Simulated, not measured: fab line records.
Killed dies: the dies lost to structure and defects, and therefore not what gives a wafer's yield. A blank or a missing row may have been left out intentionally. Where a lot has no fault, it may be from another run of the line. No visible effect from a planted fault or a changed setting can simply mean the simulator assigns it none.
fab line records | flow n5-finfet | part 1 of 2: steps 1 to 3 of 6
[record] lots = 24 wafers = 72 last-day = 19
route steps=1938 shown DUMMY_GATE@233 SD_EPI_N@274 SD_EPI_P@316
lots with no fault: from the same line, run without faults
start-h: hours from the record's opening day to when the first of the lot's shown wafers began | wait-h: hours since the lot's step before | " as in the row above | L1.1+2: one row covering several wafers at once | - either no value or no given start | * or withheld: withheld | < > ~ a bound
route shown NAME@n: NAME is a module with steps in the file, n the number in the route of the first one | usual: mean and standard deviation over wafers with no fault | same: alike in all rows | chamber/n: place in a boat | sites: the reading at each site | _std_site: standard deviation across them | _edge_site: outer sites' mean less inner sites' | radius-mm: how far each site lies from the wafer's centre | mask NAME#n: copy n | behind: the tool/chamber that last shaped the wafer | hold: reason for holding the lot/hours on hold/outcome of the hold | device: whichever transistor did not switch (one of n, p or np) | end of line: the same wafers' tests at the end of the route | for a step that has no rows: nothing shown but its recipe | killed: dies that structure and defects cost at the first sort, which is not the same as the wafer's yield | map: the dies of a wafer, with x for killed, . for not killed, _ for no die there
set.NAME: the setting as run; set.NAME@STEP: as run at that earlier step | model.NAME: the simulator's own value behind a step, which no gauge read
route steps across a sampled set of lots; one table per step, one row per wafer
services: from which hour (start-h, from the record's first day; less than 0 if before it) a tool's chamber was out of use, for how many hours, and why
[[steps]]
[step N5_DUMMY_GATE_INSPECT_17]
[recipe] mode = adi inspect-instrument = brightfield
[usual] raw-defect-count = 192/53
// columns lot.wafer tool chamber start-h wait-h raw-defect-count
L074.1 defect-inspect-01 - 46.36 0.1 195
L074.2 " - " " 150
L074.6 " - " " 228
L075.2 defect-inspect-01 - 51.30 0.0 143
L075.3 " - " " 147
L075.5 " - " " 163
L076.1 defect-inspect-01 - 58.89 0.1 133
L076.4 " - " " 217
L076.5 " - " " 254
L077.2 defect-inspect-02 - 64.93 0.0 257
L077.3 " - " " 290
L077.4 " - " " 289
L078.2 defect-inspect-01 - 70.69 0.0 222
L078.5 " - " " 178
L078.6 " - " " 222
L079.1 defect-inspect-02 - 77.34 0.1 158
L079.3 " - " " 158
L079.5 " - " " 119
L080.4 defect-inspect-02 - 81.82 0.0 209
L080.5 " - " " 196
L080.6 " - " " 113
L081.2 defect-inspect-02 - 88.24 0.0 204
L081.3 " - " " 174
L081.4 " - " " 263
L082.2 defect-inspect-02 - 93.57 0.0 172
L082.3 " - " " 267
L082.5 " - " " 226
L083.2 defect-inspect-02 - 100.37 0.0 238
L083.3 " - " " 254
L083.5 " - " " 166
L084.3 defect-inspect-02 - 113.05 0.0 230
L084.4 " - " " 216
L084.5 " - " " 233
L085.1 defect-inspect-02 - 113.47 0.1 179
L085.2 " - " " 116
L085.5 " - " " 136
L086.1 defect-inspect-02 - 124.88 0.1 171
L086.3 " - " " 146
L086.4 " - " " 129
L087.1 defect-inspect-01 - 124.92 0.1 124
L087.4 " - " " 224
L087.6 " - " " 229
L088.2 defect-inspect-02 - 132.65 0.0 182
L088.3 " - " " 222
L088.6 " - " " 146
L089.1 defect-inspect-01 - 136.90 0.1 213
L089.3 " - " " 146
L089.5 " - " " 177
L090.1 defect-inspect-01 - 142.12 0.1 169
L090.2 " - " " 129
L090.3 " - " " 189
L091.3 defect-inspect-01 - 148.21 0.0 159
L091.4 " - " " 185
L091.5 " - " " 148
L092.1 defect-inspect-02 - 158.43 0.1 169
L092.3 " - " " 147
L092.4 " - " " 204
L093.1 defect-inspect-02 - 159.49 0.1 244
L093.4 " - " " 260
L093.5 " - " " 246
L094.3 defect-inspect-01 - 167.28 0.0 158
L094.4 " - " " 109
L094.6 " - " " 105
L095.2 defect-inspect-02 - 174.23 0.0 237
L095.3 " - " " 155
L095.5 " - " " 234
L096.2 defect-inspect-02 - 178.11 0.0 237
L096.3 " - " " 152
L096.5 " - " " 237
L097.3 defect-inspect-02 - 185.26 0.0 249
L097.5 " - " " 230
L097.6 " - " " 181
[step N5_DUMMY_GATE_DESCUM_20]
[recipe] chemistry = O2 time-s = 6.2 source-power-w = 50 bias-power-w = 20 pressure-mtorr = 20 rf-frequency-hz = 2.712e+07 temp-c = 40 resist = CAR-EUV o2-flow-sccm = 225
[usual] drypump-motor-current-A = 5.6/0.45 oes-product-au = 0.81/0.099 rf-vpp-V = 243.3/1.7 showerhead-plenum-p-Torr = 2.10/0.095 throttle-valve-pct = 20.37/0.23
// columns lot.wafer tool chamber start-h wait-h drypump-motor-current-A oes-product-au rf-hours-counter-h rf-vpp-V showerhead-plenum-p-Torr throttle-valve-pct
L074.1 rie-diel-06 0 46.40 0.0 5.9 0.68 256 242.0 2.06 20.71
L074.2 " 1 " " 5.1 0.73 188 242.3 2.00 20.70
L074.6 " 2 " " 6.2 0.82 - 240.7 1.95 20.32
L075.2 rie-diel-02 2 51.34 0.0 5.6 0.77 129 243.9 2.19 20.25
L075.3 " 3 " " 5.9 0.78 103 244.2 2.11 20.10
L075.5 " 3 " " 5.9 0.78 - 243.8 2.11 20.09
L076.1 rie-diel-06 2 59.00 0.1 6.2 0.82 86 241.9 1.95 20.31
L076.4 " 1 " " 5.1 0.73 191 243.5 2.00 20.70
L076.5 " 2 " " 6.2 0.83 - 240.5 1.95 20.33
L077.2 rie-diel-06 1 64.97 0.0 5.1 0.72 192 241.4 2.00 20.71
L077.3 " 3 " " 5.4 0.98 4 244.6 2.24 19.98
L077.4 " 3 " " 5.4 0.97 - 245.0 2.24 20.00
L078.2 rie-diel-02 1 70.74 0.0 5.1 0.74 194 244.3 2.17 20.48
L078.5 " 3 " " 5.9 0.78 - 244.4 2.10 20.11
L078.6 " 2 " " 5.7 0.77 - 243.9 2.19 20.28
L079.1 rie-diel-06 2 77.38 0.0 6.2 0.82 91 242.2 1.95 20.32
L079.3 " 1 " " 5.1 0.72 196 242.6 2.00 20.72
L079.5 " 3 " " 5.4 0.97 - 245.4 2.24 20.00
L080.4 rie-diel-03 2 81.85 0.0 6.3 0.72 194 244.9 2.17 20.64
L080.5 " 0 " " 5.5 0.80 - 242.7 2.12 20.51
L080.6 " 1 " " 5.6 0.98 - 245.9 2.13 20.21
L081.2 rie-diel-03 0 88.27 0.0 5.5 0.80 104 244.1 2.12 20.52
L081.3 " 1 " " 5.6 0.97 9 244.9 2.13 20.22
L081.4 " 3 " " 5.9 0.77 143 242.5 2.10 20.44
L082.2 rie-diel-06 0 94.06 0.5 5.9 1.02 0 243.1 2.05 20.34
L082.3 " 1 " " 5.1 0.73 199 242.5 2.00 20.71
L082.5 " 3 " " 5.4 0.94 - 245.4 2.24 19.99
L083.2 rie-diel-06 3 100.41 0.0 5.4 0.95 13 244.7 2.24 20.01
L083.3 " 0 " " 5.9 1.01 2 242.3 2.05 20.34
L083.5 " 0 " " 5.9 1.01 - 241.2 2.05 20.36
L084.3 rie-diel-06 0 113.11 0.1 5.9 0.98 6 242.0 2.05 20.37
L084.4 " 2 " " 6.2 0.82 100 240.8 1.94 20.34
L084.5 " 2 " " 6.2 0.82 - 240.2 1.94 20.35
L085.1 rie-diel-02 0 113.50 0.0 4.7 0.70 229 245.5 2.16 20.68
L085.2 " 3 " " 5.9 0.77 121 241.9 2.10 20.10
L085.5 " 2 " " 5.7 0.76 - 243.1 2.19 20.30
L086.1 rie-diel-06 3 124.91 0.0 5.4 0.92 21 245.9 2.23 20.02
L086.3 " 1 " " 5.1 0.72 207 238.9 1.99 20.73
L086.4 " 0 " " 5.9 0.96 10 242.5 2.05 20.35
L087.1 rie-diel-02 1 124.95 0.0 5.0 0.72 211 243.9 2.16 20.49
L087.4 " 2 " " 5.6 0.75 150 244.9 2.19 20.29
L087.6 " 2 " " 5.6 0.75 - 245.4 2.19 20.30
L088.2 rie-diel-02 2 132.69 0.0 5.6 0.76 153 244.0 2.18 20.29
L088.3 " 1 " " 5.1 0.71 214 243.8 2.16 20.49
L088.6 " 2 " " 5.7 0.75 - 246.0 2.18 20.30
L089.1 rie-diel-02 1 136.93 0.0 5.0 0.72 215 243.9 2.16 20.51
L089.3 " 3 " " 5.9 0.76 129 243.3 2.10 20.13
L089.5 " 0 " " 4.7 0.68 - 245.1 2.16 20.71
L090.1 rie-diel-03 3 142.26 0.1 5.9 0.76 160 243.4 2.09 20.49
L090.2 " 1 " " 5.6 0.93 22 244.4 2.13 20.23
L090.3 " 0 " " 5.5 0.78 119 243.6 2.12 20.51
L091.3 rie-diel-06 3 148.44 0.2 5.4 0.90 29 245.1 2.23 20.03
L091.4 " 1 " " 5.1 0.70 214 241.4 1.99 20.74
L091.5 " 2 " " 6.2 0.80 - 239.2 1.94 20.36
L092.1 rie-diel-06 0 158.46 0.0 5.9 0.94 20 243.5 2.05 20.37
L092.3 " 1 " " 5.1 0.71 217 241.6 1.99 20.74
L092.4 " 3 " " 5.4 0.91 32 246.4 2.23 20.04
L093.1 rie-diel-06 2 160.01 0.5 6.2 0.80 114 239.3 1.94 20.38
L093.4 " 3 " " 5.4 0.89 33 243.8 2.23 20.03
L093.5 " 2 " " 6.2 0.80 - 241.1 1.94 20.35
L094.3 rie-diel-03 0 167.32 0.0 5.5 0.77 128 243.7 2.11 20.53
L094.4 " 2 " " 6.4 0.70 222 244.7 2.16 20.71
L094.6 " 1 " " 5.6 0.92 - 244.8 2.13 20.23
L095.2 rie-diel-02 1 174.53 0.3 5.1 0.71 228 244.8 2.16 20.52
L095.3 " 0 " " 4.7 0.68 249 243.2 2.15 20.73
L095.5 " 1 " " 5.1 0.71 - 245.2 2.16 20.52
L096.2 rie-diel-06 1 178.14 0.0 5.1 0.70 223 239.9 1.99 20.76
L096.3 " 2 " " 6.2 0.79 120 240.4 1.94 20.36
L096.5 " 2 " " 6.2 0.79 - 240.0 1.94 20.37
L097.3 rie-diel-02 1 185.38 0.1 5.1 0.70 232 244.4 2.16 20.52
L097.5 " 3 " " 5.9 0.74 - 242.0 2.09 20.15
L097.6 " 2 " " 5.7 0.73 - 243.5 2.18 20.33
[step N5_SD_EPI_N_ETCH_34]
[recipe] chemistry = CF4 target = SiARC target-depth-a = 455 mask-material = CAR-ArF-block time-s = 75.8 ion-energy-ev = 80 pressure-mtorr = 40 source-w = 545 bias-w = 36 Ar_flow_sccm = 100 cf4-flow-sccm = 100 ends = cleared
[usual] drypump-motor-current-A = 5.7/0.48 etch-rf-on-time-s = 75.4/0.92 oes-product-au = 0.67/0.054 rf-vpp-V = 184.1/1.3 showerhead-plenum-p-Torr = 2.14/0.074 throttle-valve-pct = 15.67/0.22
// columns lot.wafer tool chamber start-h wait-h drypump-motor-current-A etch-rf-on-time-s oes-product-au rf-hours-counter-h rf-vpp-V showerhead-plenum-p-Torr throttle-valve-pct
L074.1 rie-diel-04 2 48.68 0.0 6.0 75.6 0.62 190 186.2 2.21 15.78
L074.2 " 1 " " 5.7 73.6 0.71 84 183.1 2.09 15.45
L074.6 " 2 " " 6.0 76.3 0.61 - 185.2 2.21 15.78
L075.2 rie-diel-04 3 53.94 0.0 6.7 75.1 0.79 26 186.2 2.28 15.33
L075.3 " 1 " " 5.6 73.3 0.72 85 183.0 2.09 15.47
L075.5 " 1 " " 5.7 73.1 0.72 - 182.5 2.09 15.46
L076.1 rie-diel-05 0 61.50 0.0 4.9 76.2 0.63 178 183.5 2.22 15.94
L076.4 " 3 " " 5.6 76.2 0.65 144 182.8 2.07 15.90
L076.5 " 3 " " 5.6 75.8 0.65 - 182.5 2.07 15.92
L077.2 rie-diel-01 3 67.24 0.0 5.1 74.5 0.62 196 183.5 2.22 15.59
L077.3 " 2 " " 6.0 74.3 0.65 183 186.0 2.13 15.90
L077.4 " 0 " " 5.5 74.7 0.72 52 181.8 2.09 15.65
L078.2 rie-diel-05 2 73.24 0.0 6.1 76.7 0.64 164 184.9 2.22 15.81
L078.5 " 3 " " 5.6 76.4 0.64 - 183.7 2.07 15.91
L078.6 " 0 " " 4.9 75.7 0.63 - 185.4 2.21 15.94
L079.1 rie-diel-04 0 79.67 0.0 5.8 74.8 0.69 83 183.2 2.08 15.37
L079.3 " 3 " " 6.7 74.9 0.78 33 185.9 2.27 15.36
L079.5 " 2 " " 6.0 75.3 0.62 - 184.4 2.20 15.81
L080.4 rie-diel-01 0 84.42 0.0 5.5 74.9 0.71 57 182.6 2.09 15.66
L080.5 " 1 " " 5.9 75.3 0.65 - 182.4 2.06 15.52
L080.6 " 0 " " 5.5 74.8 0.72 - 182.5 2.09 15.65
L081.2 rie-diel-05 1 90.60 0.0 5.0 74.8 0.77 30 183.3 2.18 15.52
L081.3 " 0 " " 4.9 74.6 0.63 187 186.0 2.21 15.94
L081.4 " 3 " " 5.6 75.4 0.65 154 183.7 2.06 15.93
L082.2 rie-diel-01 3 96.72 0.0 5.1 76.1 0.62 204 182.3 2.21 15.60
L082.3 " 1 " " 5.9 76.5 0.64 154 183.0 2.06 15.54
L082.5 " 2 " " 6.0 76.3 0.63 - 184.0 2.13 15.93
L083.2 rie-diel-04 1 102.70 0.0 5.7 73.6 0.71 99 183.6 2.08 15.48
L083.3 " 2 " " 6.0 76.2 0.60 207 185.3 2.20 15.81
L083.5 " 0 " " 5.8 75.5 0.69 - 183.7 2.07 15.37
L084.3 rie-diel-04 2 115.50 0.0 6.0 76.3 0.60 - 184.5 2.20 15.84
L084.4 " 0 " " 5.8 74.8 0.68 - 183.5 2.07 15.39
L084.5 " 0 " " 5.8 75.4 0.68 - 184.3 2.07 15.40
L085.1 rie-diel-01 3 116.10 0.0 5.1 75.4 0.60 212 185.3 2.21 15.61
L085.2 " 1 " " 5.9 74.6 0.64 162 182.9 2.06 15.55
L085.5 " 1 " " 5.9 74.8 0.65 - 182.1 2.06 15.55
L086.1 rie-diel-01 1 127.23 0.0 5.9 74.4 0.65 166 183.7 2.05 15.55
L086.3 " 0 " " 5.5 74.2 0.70 73 183.0 2.08 15.69
L086.4 " 2 " " 6.1 73.8 0.63 204 184.2 2.13 15.95
L087.1 rie-diel-04 1 127.59 0.0 5.6 74.2 0.70 101 182.3 2.08 15.49
L087.4 " 3 " " 6.7 75.7 0.76 49 185.1 2.27 15.39
L087.6 " 3 " " 6.7 76.1 0.75 - 186.0 2.27 15.39
L088.2 rie-diel-05 1 134.87 0.0 5.0 77.1 0.75 42 185.8 2.18 15.53
L088.3 " 0 " " 4.9 76.1 0.62 202 184.5 2.21 15.97
L088.6 " 3 " " 5.6 77.7 0.63 - 183.2 2.06 15.98
L089.1 rie-diel-05 0 139.35 0.0 4.9 74.9 0.61 204 183.2 2.21 15.98
L089.3 " 3 " " 5.6 77.3 0.62 171 182.5 2.06 15.96
L089.5 " 2 " " 6.1 75.4 0.63 - 185.3 2.21 15.86
L090.1 rie-diel-04 2 144.87 0.0 6.0 76.5 0.60 223 186.3 2.19 15.84
L090.2 " 1 " " 5.7 75.1 0.69 107 183.8 2.08 15.50
L090.3 " 3 " " 6.7 76.0 0.75 55 184.0 2.27 15.40
L091.3 rie-diel-05 0 151.13 0.0 4.9 75.0 0.62 209 185.9 2.20 15.98
L091.4 " 2 " " 6.1 76.1 0.63 191 183.4 2.21 15.85
L091.5 " 3 " " 5.6 76.3 0.62 - 183.9 2.06 15.99
L092.1 rie-diel-04 0 161.19 0.0 5.8 74.6 0.67 113 182.9 2.07 15.41
L092.3 " 3 " " 6.7 75.6 0.75 60 185.6 2.26 15.41
L092.4 " 1 " " 5.7 73.5 0.69 113 183.5 2.08 15.51
L093.1 rie-diel-05 2 162.32 0.0 6.1 76.3 0.63 195 184.0 2.21 15.88
L093.4 " 3 " " 5.6 76.0 0.62 180 182.9 2.05 15.99
L093.5 " 0 " " 4.9 74.9 0.61 - 185.8 2.20 16.01
L094.3 rie-diel-01 0 169.75 0.0 5.6 75.9 0.68 89 183.5 2.08 15.72
L094.4 " 1 " " 5.9 76.8 0.62 183 182.4 2.05 15.60
L094.6 " 1 " " 5.9 76.6 0.62 - 183.6 2.05 15.58
L095.2 rie-diel-04 0 176.86 0.0 5.8 76.3 0.66 119 182.7 2.06 15.44
L095.3 " 1 " " 5.7 74.2 0.68 120 183.7 2.07 15.52
L095.5 " 0 " " 5.8 75.3 0.66 - 184.4 2.06 15.43
L096.2 rie-diel-04 3 180.64 0.0 6.7 76.7 0.73 66 184.8 2.26 15.43
L096.3 " 1 " " 5.7 74.5 0.68 121 181.9 2.07 15.52
L096.5 " 2 " " 6.0 76.3 0.59 - 185.4 2.19 15.88
L097.3 rie-diel-01 1 188.09 0.0 5.9 75.0 0.63 190 182.6 2.05 15.59
L097.5 " 1 " " 5.9 75.1 0.62 - 183.5 2.05 15.61
L097.6 " 2 " " 6.0 75.4 0.62 - 183.4 2.12 16.00
